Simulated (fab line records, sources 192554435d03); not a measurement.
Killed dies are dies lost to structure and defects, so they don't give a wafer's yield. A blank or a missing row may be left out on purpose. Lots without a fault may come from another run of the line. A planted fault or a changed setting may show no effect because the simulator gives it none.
A struck lot beside a sound one | flow n5_finfet | 35 steps out of a route of 1938
Sound: wafers L770.1, L770.4, L770.5. Struck: wafer L776.6. (L776.2, L776.4 of the same lot were not struck and are left out.) The cause comes at the end.
At each step with rows: each side's tool, then ch and its chambers, then its first start. Under that, the readings that differ: sound wafers | struck wafers | difference of the means | sigmas: that difference in standard deviations of wafers without a fault.
alike: readings whose means differ by less than 2 such deviations, and words and numbers that are the same on both sides. not compared: withheld readings, readings that some wafer has no value for, bounds like >300 that may hide the same value, and numbers for which the record gives no deviation and whose values overlap.
The two part at a step that has a row with sigmas, a row that says differs or no value, or rows on one side only. Numbers that don't overlap but have no deviation are shown without sigmas and don't part them. A reading that every wafer of one side lacks parts them only if that side has two wafers or more.

first, 11 steps without rows for these wafers: N5_BEOL_M12_ETCH_67 (etches SiARC in CF4, target depth 143 nm, time 238.3 s); N5_BEOL_M12_ETCH_68 (etches SOC in N2/H2, time 285 s); N5_BEOL_M12_STRIP_69 (strips in N2/H2); N5_BEOL_M12_TRENCH_ETCH_34 (etches SiOC in C4F8/O2/Ar, target depth 318.95 nm, time 125.5 s); N5_BEOL_M12_STRIP_70 (strips in C4F8/O2/Ar); N5_BEOL_M12_STRIP_37 (strips in N2/H2); N5_BEOL_M12_ETCH_38 (etches SiCN in CF4/N2, target depth 68.7 nm, time 73.4 s); N5_BEOL_M12_PRECLEAN_39 (cleans in residue remover, time 60 s); N5_BEOL_M12_SRD_40 (time 30 s, dry time 30 s); N5_BEOL_M12_DEGAS_41 (time 60 s); N5_BEOL_M12_PRE_CLEAN_42 (time 30 s).
N5_BEOL_M12_SPUTTER_43: material TaN, target thk 15 nm, time 24.19 s.
  sound on pvd_sputter-01, day 11 06:52; struck on pvd_sputter-01, day 13 13:06
  reading                  | sound                   | struck  | difference | sigmas
  chamber_pressure_pa (Pa) | 0.11988 0.11992 0.12007 | 0.11945 | -0.00051   | -2
  alike: susceptor_temp_C, throttle_valve_pct
then, 22 steps without rows for these wafers: N5_BEOL_M12_SPUTTER_44 (material Ta, target thk 10 nm, time 16.13 s); N5_BEOL_M12_SPUTTER_45 (material Cu, target thk 80 nm, time 13.33 s); N5_BEOL_M12_ECD_47 (material Cu, target thk 720 nm); N5_BEOL_M12_ANNEAL_48 (time 90 s); N5_BEOL_M12_CMP_49 (polishes, stops on SiOC, t overpolish 20.6 s, target thk 320 nm); N5_BEOL_M12_PRE_CLEAN_52 (time 15 s); N5_BEOL_M12_DEP_53 (deposits SiCN from 3MS/NH3, target thk 30 nm, time 10.5 s); N5_BEOL_M13_ILD_DEP_00 (deposits SiOC from DEMS/O2, target thk 837.92 nm, time 166.4 s); N5_BEOL_M13_COAT_58 (time 60 s, resist thk 89 nm); N5_BEOL_M13_COAT_04 (resist thk 400 nm); N5_BEOL_M13_EBR_06; N5_BEOL_M13_SOFTBAKE_05 (time 60 s); N5_BEOL_M13_EXPOSE_07 (exposes mask V12); N5_BEOL_M13_PEB_08 (peb time 90 s); N5_BEOL_M13_DEVELOP_09 (develop time 45 s); N5_BEOL_M13_HARDBAKE_14 (time 120 s); N5_BEOL_M13_DESCUM_15 (chemistry O2, time 7.9 s); N5_BEOL_M13_ETCH_59 (etches BARC in N2/H2, target depth 89 nm, overetch 26.7 nm, time 67.9 s); N5_BEOL_M13_VIA_ETCH_16 (etches SiOC in C4F8/O2/Ar, target depth 921.7 nm); N5_BEOL_M13_STRIP_63 (strips in N2/H2); N5_BEOL_M13_STRIP_64 (strips in N2/H2); N5_BEOL_M13_STRIP_71 (strips in post etch residue remover, time 60 s).
N5_PASSIVATION_PROBE_49:
  sound on prober-01, day 12 23:40; struck on prober-02, day 15 00:35
  reading                  | sound          | struck | difference | sigmas
  defect_limited_yield (%) | 90.6 84.9 89.5 | 80.7   | -7.6       | -4
  killed_at_M4_up          | 15 17 27       | 140    | +120       | +22
  killed_at_front_end      | 50 90 48       | 36     | -27        | -2
  killed_dies              | 111 178 124    | 228    | +90        | +5
  killed_open              | 74 125 90      | 60     | -36        | -2
  sort_bin_5_function (%)  | 5.9 8.6 6.7    | 12.0   | +4.9       | +4
  sort_bin_8_speed (%)     | 0 0 0          | 0.08   | +0.08      | +6
  sort_n_pass              | 1069 1002 1056 | 952    | -90        | -5
  sort_yield_pct (%)       | 90.6 84.9 89.5 | 80.7   | -7.6       | -4
  alike: killed_at_M0_to_M3, killed_at_contacts, killed_at_other, killed_short, sort_bin_6_memory

WHERE THEY PART
First at N5_BEOL_M12_SPUTTER_43; last, within this record, at N5_PASSIVATION_PROBE_49.

WHY: what the simulator had put in
Chamber particle source: pvd_sputter-01, from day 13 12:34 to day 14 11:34, at N5_BEOL_M12_SPUTTER_43. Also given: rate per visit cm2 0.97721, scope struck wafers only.
